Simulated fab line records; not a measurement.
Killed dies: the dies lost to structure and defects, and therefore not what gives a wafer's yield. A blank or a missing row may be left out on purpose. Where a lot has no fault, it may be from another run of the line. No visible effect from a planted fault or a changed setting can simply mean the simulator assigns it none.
Tool commonality check -- flow nand harc -- Lots sampled 2, wafers sampled 6

WHAT PROMPTED THE OPENING
Flagged at NHARC_END_SORT_01: reading killed at array, on 2 of 2 lots. No-fault wafers: 25, standard deviation 9.5.
Rule: a lot gets a flag if all its wafers with a number sit over 4 standard deviations from that mean, or if no wafer of it has a number. The rest of the lots are taken to be sound.

lot,measured,on,"killed at array, wafer by wafer",flag
L735,day 24 07:02,prober-02,675 677 676,FLAGGED
L736,day 24 10:02,prober-01,671 674 669,FLAGGED
The mean of the flagged lots' numbers is 674, +649 from the usual (+68 standard deviations).

WHICH TOOL EACH LOT WENT THROUGH
Before the reading, the record contains 3 process steps out of a 1159-step route. Each cell gives the tool, then ch followed by the chambers the sampled wafers passed through, then the start.
lot,flag,NHARC_A_CHANNEL_FILL_D1_ALD_03,NHARC_A_CHANNEL_FILL_D1_CVD_18,NHARC_A_CHANNEL_FILL_D1_STRIP_28
L735,FLAGGED,"ald sin batch-02 ch 0, day 14 04:33 or earlier","lpcvd poly-03, day 14 04:33","rie diel-06 ch 0,2, day 14 06:49"
L736,FLAGGED,"ald sin batch-02 ch 0, day 14 04:33 or earlier","lpcvd poly-03, day 14 04:33","rie diel-03 ch 0,3, day 14 06:49"
What is done by these steps:
- NHARC_A_CHANNEL_FILL_D1_ALD_03: deposits SiNx, target thk 6 nm, pulse time 60 s, ald cycles 58.
- NHARC_A_CHANNEL_FILL_D1_CVD_18: deposits poly-Si, target thk 3 nm.
- NHARC_A_CHANNEL_FILL_D1_STRIP_28: strips in O2, time 20 s.
- NHARC_END_SORT_01

FLAGGED OVER TOTAL, TOOL BY TOOL (the gauges that took the reading come last)
step,tool,lots run,flagged,share of the flagged lots,sound lots run after its first flagged lot
NHARC_A_CHANNEL_FILL_D1_ALD_03,ald sin batch-02,2,2,all,0
NHARC_A_CHANNEL_FILL_D1_CVD_18,lpcvd poly-03,2,2,all,0
NHARC_A_CHANNEL_FILL_D1_STRIP_28,rie diel-03,1,1,some,0
NHARC_A_CHANNEL_FILL_D1_STRIP_28,rie diel-06,1,1,some,0
NHARC_END_SORT_01,prober-01,1,1,some,0
NHARC_END_SORT_01,prober-02,1,1,some,0
NHARC_A_CHANNEL_FILL_D1_ALD_03 gives no start for some lots, so the hours and the order of its lots are those of NHARC_A_CHANNEL_FILL_D1_CVD_18.

THE TABLE: WHAT IT ALLOWS
Rows of the table that ran all the flagged lots, 2 in number: ald sin batch-02 at NHARC_A_CHANNEL_FILL_D1_ALD_03; lpcvd poly-03 at NHARC_A_CHANNEL_FILL_D1_CVD_18.
- ald sin batch-02 at NHARC_A_CHANNEL_FILL_D1_ALD_03: 2 of its 2 lots flagged. With no sound lot run before its first flagged lot in this sample, there is nothing to narrow down the start.
- lpcvd poly-03 at NHARC_A_CHANNEL_FILL_D1_CVD_18: 2 of its 2 lots flagged. With no sound lot run before its first flagged lot in this sample, there is nothing to narrow down the start.
Because each of these 2 tools fits a fault that began at some hour, counting lots does not separate them. More lots, or a look at what each step does to the wafer, might.

WHAT THE SIMULATOR HAD PUT IN
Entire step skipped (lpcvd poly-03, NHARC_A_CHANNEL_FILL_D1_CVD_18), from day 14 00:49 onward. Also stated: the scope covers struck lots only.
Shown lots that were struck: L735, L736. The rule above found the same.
